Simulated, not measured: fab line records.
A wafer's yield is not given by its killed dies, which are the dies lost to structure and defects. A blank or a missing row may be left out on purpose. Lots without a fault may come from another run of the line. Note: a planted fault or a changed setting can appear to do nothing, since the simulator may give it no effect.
fab line records :: flow n5Finfet :: part 2 of 2: steps 23 to 27 of 27
[record]
  lots = 5
  wafers = 15
  lastDay = 18
route steps=1938 shown BEOL_M0_SAQP@642
lots untouched by any fault: they come from a run of this same line in which no faults occurred
startH: hours from the record's opening day to when the first of the lot's shown wafers began :: waitH: time in hours since the lot's previous step :: " repeats the value in the row above :: L1.1+2: a single row standing in for several wafers :: - no value, or no start was given :: * or withheld: withheld :: < > ~ a bound
route shown NAME@n: names a module that has steps shown in the file, with the first one's number in the route :: usual: the fault-free wafers' mean and standard deviation :: same: alike in all rows :: chamber/n: place in a boat :: sites: each site's reading :: _std_site: their standard deviation :: _edge_site: outer sites' mean less inner sites' :: radiusMm: for every site, how far away it sits from the centre of the wafer :: mask NAME#n: copy n :: behind: the last tool/chamber to shape the wafer :: hold: reason for holding the lot/hours on hold/outcome of the hold :: device: names the non-switching transistor (n, p or np) :: end of line: the tests these same wafers got at the end of their route :: step lacking rows: just its recipe :: killed: count of dies lost to structure and defects at first sort (not the wafer's yield) :: map: shows each die of a wafer: x if killed, . if not, _ if none is there
set.NAME: setting as actually run; set.NAME@STEP: the setting as run at that earlier step :: model.NAME: the simulator's own value behind a step, which no gauge read
certain route steps with their lots: each step a table, each wafer a row
services: when a tool's chamber went out of use (startH, in hours from the record's first day, below 0 if earlier), for how many hours, and the reason
[[steps]]
[step N5_BEOL_M0_SAQP_SPACER1_ETCHBACK_99]
[recipe]
  chemistry = CHF3/O2
  mode = anisotropicEtchback
  target = SiO2
  targetDepthA = 154
  timeS = 7.7
  pressureMtorr = 30
  sourceW = 650
  biasW = 170
  Ar_flow_sccm = 200
  CHF3_flow_sccm = 50
  O2_flow_sccm = 5
  ionEnergyEv = 200
[usual]
  CHF3_flow_sccm = 50.00/0.15
  O2_flow_sccm = 5.002/0.015
  drypumpMotorCurrentA = 5.9/0.38
  oesProductAu = 0.75/0.071
  rfVppV = 523/7.3
  showerheadPlenumPTorr = 2.43/0.067
  throttleValvePct = 18.99/0.27
[same]
  timeS = 7.7
lot.wafer: L081.1
tool: rieDiel-04
chamber: 0
startH: 153.76
waitH: 0.3
CHF3_flow_sccm: 49.98
O2_flow_sccm: 4.986
drypumpMotorCurrentA: 6.1
oesProductAu: 0.87
rfHoursCounterH: 57
rfVppV: 538
showerheadPlenumPTorr: 2.44
throttleValvePct: 18.38

lot.wafer: L081.3
tool: rieDiel-04
chamber: 3
startH: 153.76
waitH: 0.3
CHF3_flow_sccm: 49.63
O2_flow_sccm: 5.000
drypumpMotorCurrentA: 5.3
oesProductAu: 0.75
rfHoursCounterH: 178
rfVppV: 522
showerheadPlenumPTorr: 2.49
throttleValvePct: 19.20

lot.wafer: L081.4
tool: rieDiel-04
chamber: 2
startH: 153.76
waitH: 0.3
CHF3_flow_sccm: 50.11
O2_flow_sccm: 5.017
drypumpMotorCurrentA: 6.4
oesProductAu: 0.70
rfHoursCounterH: 224
rfVppV: 529
showerheadPlenumPTorr: 2.47
throttleValvePct: 19.20

lot.wafer: L084.2
tool: rieDiel-06
chamber: 3
startH: 172.47
waitH: 0.5
CHF3_flow_sccm: 50.04
O2_flow_sccm: 5.006
drypumpMotorCurrentA: 6.0
oesProductAu: 0.71
rfHoursCounterH: 195
rfVppV: 512
showerheadPlenumPTorr: 2.29
throttleValvePct: 19.18

lot.wafer: L084.4
tool: rieDiel-06
chamber: 0
startH: 172.47
waitH: 0.5
CHF3_flow_sccm: 49.99
O2_flow_sccm: 4.982
drypumpMotorCurrentA: 5.4
oesProductAu: 0.72
rfHoursCounterH: 187
rfVppV: 531
showerheadPlenumPTorr: 2.40
throttleValvePct: 19.36

lot.wafer: L084.5
tool: rieDiel-06
chamber: 2
startH: 172.47
waitH: 0.5
CHF3_flow_sccm: 50.05
O2_flow_sccm: 5.009
drypumpMotorCurrentA: 5.5
oesProductAu: 0.83
rfHoursCounterH: -
rfVppV: 520
showerheadPlenumPTorr: 2.34
throttleValvePct: 18.81

lot.wafer: L085.2
tool: rieDiel-03
chamber: 2
startH: 174.91
waitH: 0.5
CHF3_flow_sccm: 50.00
O2_flow_sccm: 5.003
drypumpMotorCurrentA: 5.7
oesProductAu: 0.84
rfHoursCounterH: 70
rfVppV: 523
showerheadPlenumPTorr: 2.37
throttleValvePct: 18.79

lot.wafer: L085.4
tool: rieDiel-03
chamber: 2
startH: 174.91
waitH: 0.5
CHF3_flow_sccm: 50.08
O2_flow_sccm: 5.012
drypumpMotorCurrentA: 5.7
oesProductAu: 0.84
rfHoursCounterH: -
rfVppV: 522
showerheadPlenumPTorr: 2.37
throttleValvePct: 18.79

lot.wafer: L085.5
tool: rieDiel-03
chamber: 0
startH: 174.91
waitH: 0.5
CHF3_flow_sccm: 49.93
O2_flow_sccm: 5.019
drypumpMotorCurrentA: 6.2
oesProductAu: 0.69
rfHoursCounterH: -
rfVppV: 530
showerheadPlenumPTorr: 2.47
throttleValvePct: 19.27

lot.wafer: L090.1
tool: rieDiel-06
chamber: 0
startH: 206.45
waitH: 0.3
CHF3_flow_sccm: 50.15
O2_flow_sccm: 5.007
drypumpMotorCurrentA: 5.4
oesProductAu: 0.71
rfHoursCounterH: 198
rfVppV: 530
showerheadPlenumPTorr: 2.39
throttleValvePct: 19.36

lot.wafer: L090.3
tool: rieDiel-06
chamber: 3
startH: 206.45
waitH: 0.3
CHF3_flow_sccm: 50.04
O2_flow_sccm: 4.986
drypumpMotorCurrentA: 6.0
oesProductAu: 0.70
rfHoursCounterH: 205
rfVppV: 512
showerheadPlenumPTorr: 2.29
throttleValvePct: 19.21

lot.wafer: L090.5
tool: rieDiel-06
chamber: 1
startH: 206.45
waitH: 0.3
CHF3_flow_sccm: 49.94
O2_flow_sccm: 5.014
drypumpMotorCurrentA: 5.3
oesProductAu: 0.73
rfHoursCounterH: -
rfVppV: 512
showerheadPlenumPTorr: 2.43
throttleValvePct: 19.04

lot.wafer: L095.2
tool: rieDiel-04
chamber: 1
startH: 231.75
waitH: 0.3
CHF3_flow_sccm: 49.97
O2_flow_sccm: 5.017
drypumpMotorCurrentA: 6.3
oesProductAu: 0.73
rfHoursCounterH: 160
rfVppV: 522
showerheadPlenumPTorr: 2.53
throttleValvePct: 19.00

lot.wafer: L095.3
tool: rieDiel-04
chamber: 0
startH: 231.75
waitH: 0.3
CHF3_flow_sccm: 50.00
O2_flow_sccm: 4.981
drypumpMotorCurrentA: 6.1
oesProductAu: 0.83
rfHoursCounterH: 82
rfVppV: 538
showerheadPlenumPTorr: 2.43
throttleValvePct: 18.44

lot.wafer: L095.6
tool: rieDiel-04
chamber: 2
startH: 231.75
waitH: 0.3
CHF3_flow_sccm: 50.11
O2_flow_sccm: 5.010
drypumpMotorCurrentA: 6.4
oesProductAu: 0.67
rfHoursCounterH: -
rfVppV: 528
showerheadPlenumPTorr: 2.46
throttleValvePct: 19.24
[step N5_BEOL_M0_SAQP_MANDREL1_REMOVE_100]
[recipe]
  chemistry = HBr/Cl2/O2
  btTimeS = 10
  target = a-Si
  stopOn = SiNx
  endpoint = OES-SiCl
  overEtchFrac = 0.85
  icpW = 600
  biasW = 30
  HBr_flow_sccm = 150
  Cl2_flow_sccm = 80
  O2_flow_sccm = 5
  pressureMtorr = 10
[usual]
  O2_flow_sccm = 5.002/0.014
  drypumpMotorCurrentA = 5.7/0.41
  oesProductAu = 0.995/0.015
  throttleValvePct = 36.77/0.29
lot.wafer: L081.1
tool: rieSi-02
chamber: 1
startH: 153.85
waitH: 0.1
O2_flow_sccm: 5.000
drypumpMotorCurrentA: 5.8
oesProductAu: 0.986
rfHoursCounterH: 125
throttleValvePct: 36.76

lot.wafer: L081.3
tool: rieSi-02
chamber: 2
startH: 153.85
waitH: 0.1
O2_flow_sccm: 5.007
drypumpMotorCurrentA: 5.6
oesProductAu: 0.999
rfHoursCounterH: 167
throttleValvePct: 36.36

lot.wafer: L081.4
tool: rieSi-02
chamber: 0
startH: 153.85
waitH: 0.1
O2_flow_sccm: 5.012
drypumpMotorCurrentA: 6.1
oesProductAu: 0.972
rfHoursCounterH: 156
throttleValvePct: 36.59

lot.wafer: L084.2
tool: rieSi-04
chamber: 0
startH: 172.56
waitH: 0.1
O2_flow_sccm: 5.012
drypumpMotorCurrentA: 5.0
oesProductAu: 1.004
rfHoursCounterH: 142
throttleValvePct: 36.70

lot.wafer: L084.4
tool: rieSi-04
chamber: 1
startH: 172.56
waitH: 0.1
O2_flow_sccm: 4.996
drypumpMotorCurrentA: 5.4
oesProductAu: 0.976
rfHoursCounterH: 54
throttleValvePct: 36.60

lot.wafer: L084.5
tool: rieSi-04
chamber: 0
startH: 172.56
waitH: 0.1
O2_flow_sccm: 4.996
drypumpMotorCurrentA: 5.0
oesProductAu: 1.006
rfHoursCounterH: -
throttleValvePct: 36.71

lot.wafer: L085.2
tool: rieSi-04
chamber: 0
startH: 174.99
waitH: 0.1
O2_flow_sccm: 4.994
drypumpMotorCurrentA: 5.0
oesProductAu: 1.008
rfHoursCounterH: 142
throttleValvePct: 36.70

lot.wafer: L085.4
tool: rieSi-04
chamber: 2
startH: 174.99
waitH: 0.1
O2_flow_sccm: 5.004
drypumpMotorCurrentA: 5.5
oesProductAu: 1.000
rfHoursCounterH: 174
throttleValvePct: 37.30

lot.wafer: L085.5
tool: rieSi-04
chamber: 0
startH: 174.99
waitH: 0.1
O2_flow_sccm: 5.027
drypumpMotorCurrentA: 5.0
oesProductAu: 1.007
rfHoursCounterH: -
throttleValvePct: 36.70

lot.wafer: L090.1
tool: rieSi-02
chamber: 0
startH: 206.54
waitH: 0.1
O2_flow_sccm: 4.999
drypumpMotorCurrentA: 6.1
oesProductAu: 0.978
rfHoursCounterH: 157
throttleValvePct: 36.57

lot.wafer: L090.3
tool: rieSi-02
chamber: 3
startH: 206.54
waitH: 0.1
O2_flow_sccm: 5.017
drypumpMotorCurrentA: 6.0
oesProductAu: 0.990
rfHoursCounterH: 86
throttleValvePct: 37.11

lot.wafer: L090.5
tool: rieSi-02
chamber: 0
startH: 206.54
waitH: 0.1
O2_flow_sccm: 5.027
drypumpMotorCurrentA: 6.1
oesProductAu: 0.988
rfHoursCounterH: -
throttleValvePct: 36.59

lot.wafer: L095.2
tool: rieSi-04
chamber: 1
startH: 231.83
waitH: 0.1
O2_flow_sccm: 5.013
drypumpMotorCurrentA: 5.4
oesProductAu: 0.961
rfHoursCounterH: 55
throttleValvePct: 36.62

lot.wafer: L095.3
tool: rieSi-04
chamber: 0
startH: 231.83
waitH: 0.1
O2_flow_sccm: 5.011
drypumpMotorCurrentA: 5.0
oesProductAu: 0.999
rfHoursCounterH: 143
throttleValvePct: 36.71

lot.wafer: L095.6
tool: rieSi-04
chamber: 0
startH: 231.83
waitH: 0.1
O2_flow_sccm: 5.007
drypumpMotorCurrentA: 5.0
oesProductAu: 0.996
rfHoursCounterH: -
throttleValvePct: 36.70
[step N5_BEOL_M0_SAQP_CD_MEAS_25]
[recipe]
  targetCdNm = 13.1
  landingEnergyEv = 1000
  detector = seInlens
[usual]
  cdNm = 12.79/0.21
lot.wafer: L081.1
tool: cdSem-02
chamber: 0
startH: 153.96
waitH: 0.1
cdNm: 12.76

lot.wafer: L081.3
tool: cdSem-02
chamber: 0
startH: 153.96
waitH: 0.1
cdNm: 12.70

lot.wafer: L081.4
tool: cdSem-02
chamber: 0
startH: 153.96
waitH: 0.1
cdNm: 12.92

lot.wafer: L084.2
tool: cdSem-01
chamber: 0
startH: 172.67
waitH: 0.1
cdNm: 12.57

lot.wafer: L084.4
tool: cdSem-01
chamber: 0
startH: 172.67
waitH: 0.1
cdNm: 12.86

lot.wafer: L084.5
tool: cdSem-01
chamber: 0
startH: 172.67
waitH: 0.1
cdNm: 12.95

lot.wafer: L085.2
tool: cdSem-01
chamber: 0
startH: 175.10
waitH: 0.1
cdNm: 12.70

lot.wafer: L085.4
tool: cdSem-01
chamber: 0
startH: 175.10
waitH: 0.1
cdNm: 13.08

lot.wafer: L085.5
tool: cdSem-01
chamber: 0
startH: 175.10
waitH: 0.1
cdNm: 12.91

lot.wafer: L090.1
tool: cdSem-02
chamber: 0
startH: 206.65
waitH: 0.1
cdNm: 13.08

lot.wafer: L090.3
tool: cdSem-02
chamber: 0
startH: 206.65
waitH: 0.1
cdNm: 12.79

lot.wafer: L090.5
tool: cdSem-02
chamber: 0
startH: 206.65
waitH: 0.1
cdNm: 13.09

lot.wafer: L095.2
tool: cdSem-01
chamber: 0
startH: 231.94
waitH: 0.1
cdNm: 12.62

lot.wafer: L095.3
tool: cdSem-01
chamber: 0
startH: 231.94
waitH: 0.1
cdNm: 13.13

lot.wafer: L095.6
tool: cdSem-01
chamber: 0
startH: 231.94
waitH: 0.1
cdNm: 12.57
[step N5_BEOL_M0_SAQP_ETCH_101]
[recipe]
  chemistry = CH3F/O2
  target = SiNx
  maskMaterial = SiO2
  targetDepthA = 299
  timeS = 42.7
  pressureMtorr = 30
  sourceW = 395
  biasW = 73
  Ar_flow_sccm = 150
  CH3F_flow_sccm = 30
  O2_flow_sccm = 20
  ionEnergyEv = 120
[usual]
  O2_flow_sccm = 19.99/0.056
  drypumpMotorCurrentA = 6.0/0.38
  oesProductAu = 0.75/0.075
  rfVppV = 298/4.2
  showerheadPlenumPTorr = 2.04/0.052
  throttleValvePct = 16.43/0.29
[same]
  timeS = 42.7
lot.wafer: L081.1
tool: rieDiel-04
chamber: 0
startH: 154.13
waitH: 0.2
O2_flow_sccm: 20.03
drypumpMotorCurrentA: 6.0
oesProductAu: 0.86
rfHoursCounterH: 57
rfVppV: 305
showerheadPlenumPTorr: 2.02
throttleValvePct: 15.87

lot.wafer: L081.3
tool: rieDiel-04
chamber: 2
startH: 154.13
waitH: 0.2
O2_flow_sccm: 20.05
drypumpMotorCurrentA: 6.4
oesProductAu: 0.69
rfHoursCounterH: 224
rfVppV: 301
showerheadPlenumPTorr: 2.05
throttleValvePct: 16.68

lot.wafer: L081.4
tool: rieDiel-04
chamber: 1
startH: 154.13
waitH: 0.2
O2_flow_sccm: 20.08
drypumpMotorCurrentA: 6.3
oesProductAu: 0.76
rfHoursCounterH: 135
rfVppV: 295
showerheadPlenumPTorr: 2.11
throttleValvePct: 16.43

lot.wafer: L084.2
tool: rieDiel-06
chamber: 0
startH: 172.71
waitH: 0.0
O2_flow_sccm: 19.98
drypumpMotorCurrentA: 5.4
oesProductAu: 0.71
rfHoursCounterH: 187
rfVppV: 302
showerheadPlenumPTorr: 1.99
throttleValvePct: 16.80

lot.wafer: L084.4
tool: rieDiel-06
chamber: 2
startH: 172.71
waitH: 0.0
O2_flow_sccm: 19.99
drypumpMotorCurrentA: 5.5
oesProductAu: 0.82
rfHoursCounterH: 76
rfVppV: 297
showerheadPlenumPTorr: 1.94
throttleValvePct: 16.29

lot.wafer: L084.5
tool: rieDiel-06
chamber: 0
startH: 172.71
waitH: 0.0
O2_flow_sccm: 20.07
drypumpMotorCurrentA: 5.4
oesProductAu: 0.71
rfHoursCounterH: -
rfVppV: 301
showerheadPlenumPTorr: 1.99
throttleValvePct: 16.79

lot.wafer: L085.2
tool: rieDiel-04
chamber: 3
startH: 175.15
waitH: 0.0
O2_flow_sccm: 19.99
drypumpMotorCurrentA: 5.3
oesProductAu: 0.74
rfHoursCounterH: 186
rfVppV: 297
showerheadPlenumPTorr: 2.07
throttleValvePct: 16.67

lot.wafer: L085.4
tool: rieDiel-04
chamber: 2
startH: 175.15
waitH: 0.0
O2_flow_sccm: 20.00
drypumpMotorCurrentA: 6.4
oesProductAu: 0.69
rfHoursCounterH: 231
rfVppV: 300
showerheadPlenumPTorr: 2.05
throttleValvePct: 16.71

lot.wafer: L085.5
tool: rieDiel-04
chamber: 0
startH: 175.15
waitH: 0.0
O2_flow_sccm: 19.99
drypumpMotorCurrentA: 6.1
oesProductAu: 0.85
rfHoursCounterH: -
rfVppV: 304
showerheadPlenumPTorr: 2.02
throttleValvePct: 15.88

lot.wafer: L090.1
tool: rieDiel-06
chamber: 2
startH: 206.70
waitH: 0.0
O2_flow_sccm: 20.02
drypumpMotorCurrentA: 5.5
oesProductAu: 0.81
rfHoursCounterH: 86
rfVppV: 295
showerheadPlenumPTorr: 1.94
throttleValvePct: 16.29

lot.wafer: L090.3
tool: rieDiel-06
chamber: 3
startH: 206.70
waitH: 0.0
O2_flow_sccm: 19.95
drypumpMotorCurrentA: 6.0
oesProductAu: 0.69
rfHoursCounterH: 205
rfVppV: 290
showerheadPlenumPTorr: 1.90
throttleValvePct: 16.66

lot.wafer: L090.5
tool: rieDiel-06
chamber: 3
startH: 206.70
waitH: 0.0
O2_flow_sccm: 19.98
drypumpMotorCurrentA: 6.0
oesProductAu: 0.68
rfHoursCounterH: -
rfVppV: 288
showerheadPlenumPTorr: 1.90
throttleValvePct: 16.67

lot.wafer: L095.2
tool: rieDiel-03
chamber: 1
startH: 231.98
waitH: 0.0
O2_flow_sccm: 20.07
drypumpMotorCurrentA: 5.8
oesProductAu: 0.68
rfHoursCounterH: 216
rfVppV: 292
showerheadPlenumPTorr: 2.06
throttleValvePct: 16.55

lot.wafer: L095.3
tool: rieDiel-03
chamber: 2
startH: 231.98
waitH: 0.0
O2_flow_sccm: 19.92
drypumpMotorCurrentA: 5.7
oesProductAu: 0.82
rfHoursCounterH: 88
rfVppV: 297
showerheadPlenumPTorr: 1.96
throttleValvePct: 16.27

lot.wafer: L095.6
tool: rieDiel-03
chamber: 2
startH: 231.98
waitH: 0.0
O2_flow_sccm: 20.00
drypumpMotorCurrentA: 5.7
oesProductAu: 0.81
rfHoursCounterH: -
rfVppV: 297
showerheadPlenumPTorr: 1.96
throttleValvePct: 16.27
[step N5_BEOL_M0_SAQP_ETCH_102]
[recipe]
  chemistry = CF4
  target = SiO2
  targetDepthA = 40
  ionEnergyEv = 350
  timeS = 4.4
  pressureMtorr = 10
  icpW = 800
  biasW = 400
  cf4FlowSccm = 80
[usual]
  drypumpMotorCurrentA = 5.7/0.4
  oesProductAu = 0.995/0.019
  throttleValvePct = 21.84/0.28
[same]
  timeS = 4.4
lot.wafer: L081.1
tool: rieSi-04
chamber: 3
startH: 154.24
waitH: 0.1
drypumpMotorCurrentA: 6.0
oesProductAu: 1.005
rfHoursCounterH: 183
throttleValvePct: 21.59

lot.wafer: L081.3
tool: rieSi-04
chamber: 1
startH: 154.24
waitH: 0.1
drypumpMotorCurrentA: 5.4
oesProductAu: 0.963
rfHoursCounterH: 54
throttleValvePct: 21.65

lot.wafer: L081.4
tool: rieSi-04
chamber: 2
startH: 154.24
waitH: 0.1
drypumpMotorCurrentA: 5.5
oesProductAu: 0.986
rfHoursCounterH: 174
throttleValvePct: 22.45

lot.wafer: L084.2
tool: rieSi-02
chamber: 3
startH: 172.81
waitH: 0.1
drypumpMotorCurrentA: 6.0
oesProductAu: 1.007
rfHoursCounterH: 85
throttleValvePct: 21.93

lot.wafer: L084.4
tool: rieSi-02
chamber: 1
startH: 172.81
waitH: 0.1
drypumpMotorCurrentA: 5.9
oesProductAu: 0.963
rfHoursCounterH: 126
throttleValvePct: 21.94

lot.wafer: L084.5
tool: rieSi-02
chamber: 1
startH: 172.81
waitH: 0.1
drypumpMotorCurrentA: 5.8
oesProductAu: 0.966
rfHoursCounterH: -
throttleValvePct: 21.94

lot.wafer: L085.2
tool: rieSi-02
chamber: 0
startH: 175.25
waitH: 0.1
drypumpMotorCurrentA: 6.1
oesProductAu: 0.983
rfHoursCounterH: 156
throttleValvePct: 21.58

lot.wafer: L085.4
tool: rieSi-02
chamber: 2
startH: 175.25
waitH: 0.1
drypumpMotorCurrentA: 5.5
oesProductAu: 0.986
rfHoursCounterH: 167
throttleValvePct: 21.53

lot.wafer: L085.5
tool: rieSi-02
chamber: 0
startH: 175.25
waitH: 0.1
drypumpMotorCurrentA: 6.1
oesProductAu: 0.975
rfHoursCounterH: -
throttleValvePct: 21.56

lot.wafer: L090.1
tool: rieSi-04
chamber: 0
startH: 206.81
waitH: 0.1
drypumpMotorCurrentA: 5.0
oesProductAu: 0.993
rfHoursCounterH: 143
throttleValvePct: 21.67

lot.wafer: L090.3
tool: rieSi-04
chamber: 1
startH: 206.81
waitH: 0.1
drypumpMotorCurrentA: 5.4
oesProductAu: 0.975
rfHoursCounterH: 55
throttleValvePct: 21.65

lot.wafer: L090.5
tool: rieSi-04
chamber: 0
startH: 206.81
waitH: 0.1
drypumpMotorCurrentA: 5.0
oesProductAu: 0.998
rfHoursCounterH: -
throttleValvePct: 21.66

lot.wafer: L095.2
tool: rieSi-05
chamber: 2
startH: 232.09
waitH: 0.1
drypumpMotorCurrentA: 6.5
oesProductAu: 0.980
rfHoursCounterH: 14
throttleValvePct: 22.08

lot.wafer: L095.3
tool: rieSi-05
chamber: 1
startH: 232.09
waitH: 0.1
drypumpMotorCurrentA: 5.7
oesProductAu: 1.028
rfHoursCounterH: 94
throttleValvePct: 22.17

lot.wafer: L095.6
tool: rieSi-05
chamber: 1
startH: 232.09
waitH: 0.1
drypumpMotorCurrentA: 5.7
oesProductAu: 1.030
rfHoursCounterH: -
throttleValvePct: 22.17
[[services]]
tool: rieSi-04
chamber: -
startH: 129.49
hours: 2.8
kind: pm

tool: arfiScanner-01
chamber: -
startH: 130.01
hours: 0.8
kind: pm

tool: arfiScanner-02
chamber: -
startH: 130.19
hours: 3.9
kind: pm

tool: arfiScanner-03
chamber: -
startH: 133.31
hours: 0.8
kind: pm

tool: arfiScanner-03
chamber: -
startH: 134.81
hours: 17.3
kind: pm

tool: arfiScanner-03
chamber: -
startH: 153.54
hours: 1.3
kind: pm

tool: rieDiel-03
chamber: 3
startH: 166.76
hours: -
kind: clean

tool: rieDiel-03
chamber: 3
startH: 166.76
hours: -
kind: consumableReplace:focusRing

tool: rieDiel-03
chamber: 3
startH: 166.76
hours: 20.0
kind: scheduledDown

tool: arfiScanner-01
chamber: -
startH: 170.47
hours: 3.1
kind: pm

tool: rieSi-05
chamber: 2
startH: 178.40
hours: 11.5
kind: repair

tool: rieSi-04
chamber: 3
startH: 188.77
hours: 9.0
kind: repair

tool: wetBench-05
chamber: -
startH: 189.46
hours: 7.8
kind: repair

tool: arfiScanner-02
chamber: -
startH: 197.22
hours: 1.0
kind: pm

tool: arfiScanner-01
chamber: -
startH: 206.38
hours: 0.8
kind: pm

tool: arfiScanner-03
chamber: -
startH: 207.35
hours: 4.0
kind: repair

tool: rieSi-05
chamber: 0
startH: 207.51
hours: 14.0
kind: repair

tool: arfiScanner-01
chamber: -
startH: 210.26
hours: 1.0
kind: pm

tool: rieDiel-06
chamber: 0
startH: 211.47
hours: 8.5
kind: repair

tool: arfiScanner-03
chamber: -
startH: 214.02
hours: 1.0
kind: pm

tool: arfiScanner-02
chamber: -
startH: 218.33
hours: 1.0
kind: pm

tool: arfiScanner-03
chamber: -
startH: 219.04
hours: 2.0
kind: repair

tool: arfiScanner-01
chamber: -
startH: 226.77
hours: 1.3
kind: pm

tool: arfiScanner-02
chamber: -
startH: 231.85
hours: 0.8
kind: repair
